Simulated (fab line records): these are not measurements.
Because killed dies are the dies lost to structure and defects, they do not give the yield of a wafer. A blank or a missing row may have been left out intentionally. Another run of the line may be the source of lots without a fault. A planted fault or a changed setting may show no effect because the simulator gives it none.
Which tool is to blame? + flow nand-harc + 21 wafers from 7 lots sampled at 3 of the route's 1302 steps

== WHAT THE GAUGES SHOWED, per wafer ==
NHARC_P_STI_CD_MEAS_09: target cd 200 nm.
| lot  | measured     | on        | cd-nm (nm)        |
|------|--------------|-----------|-------------------|
| L177 | day 3 07:26  | cd-sem-03 | 196.9 199.6 199.1 |
| L180 | day 4 11:59  | cd-sem-03 | 199.5 202.2 201.5 |
| L183 | day 5 15:48  | cd-sem-02 | 197.0 198.7 196.3 |
| L185 | day 6 13:10  | cd-sem-03 | 199.3 200.1 199.8 |
| L193 | day 9 20:23  | cd-sem-01 | 70.8 70.7 72.3    |
| L197 | day 11 16:12 | cd-sem-03 | 196.7 199.5 198.1 |
| L199 | day 12 12:47 | cd-sem-01 | 199.1 200.4 198.3 |

== WHICH TOOL RAN EACH LOT (tool, then ch and the chambers of the sampled wafers, then the start) ==
| lot  | NHARC_P_ZERO_WELL_DESCUM_39        | NHARC_P_STI_PEB_07                |
|------|------------------------------------|-----------------------------------|
| L177 | rie-diel-02 ch 1,2,3, day 2 10:21  | litho-track-07 ch 0, day 3 07:21  |
| L180 | rie-diel-05 ch 1,2, day 3 16:26    | litho-track-05 ch 0, day 4 11:53  |
| L183 | rie-diel-02 ch 0,2,3, day 4 22:08  | litho-track-02 ch 0, day 5 15:43  |
| L185 | rie-diel-02 ch 0,1, day 5 18:17    | litho-track-02 ch 0, day 6 13:05  |
| L193 | rie-diel-02 ch 0,3, day 9 02:34    | litho-track-07 ch 0, day 9 20:17  |
| L197 | rie-diel-02 ch 0,1,2, day 10 18:44 | litho-track-02 ch 0, day 11 16:07 |
| L199 | rie-diel-02 ch 1,2, day 11 14:26   | litho-track-05 ch 0, day 12 12:41 |
- NHARC_P_ZERO_WELL_DESCUM_39: chemistry O2, time 3 s.
- NHARC_P_STI_PEB_07: peb time 80 s.

== THE ANSWER, worked out from the rows above alone ==
Rule: the lots themselves supply what counts as usual. Put in order of their means at a reading, lots are off if they are a third of the lots or fewer, leave a main group of 4 or more, and stand apart from it by a gap of 3 or more times the standard deviation of the main group's means; of several such gaps the widest counts. A main group whose means are all the same, to the digits that the tables above print for the reading, isn't used. Also off: a lot with no number at a reading for which 4 or more lots have one. The other lots that the step has rows for count as sound.
Off, at NHARC_P_STI_CD_MEAS_09 on cd-nm: L193. Main group: mean 199.0 nm, sd 1.2.
If a tool, at a process step before that reading, ran all the lots that are off and no sound lot after the first of them, it fits. Those tools and the gauges at NHARC_P_STI_CD_MEAS_09 are tried in the same way. One candidate fits, namely litho-track-07 at NHARC_P_STI_PEB_07. Its last sound lot is L177 (day 3 07:21), its first lot that is off L193 (day 9 20:17): a fault that began between those two fits.

== WHAT THE SIMULATOR HAD INSERTED ==
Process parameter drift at NHARC_P_STI_PEB_07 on litho-track-07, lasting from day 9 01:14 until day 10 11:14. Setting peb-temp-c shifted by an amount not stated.
Shown lots that were struck: L193. The rule above reached the same finding.
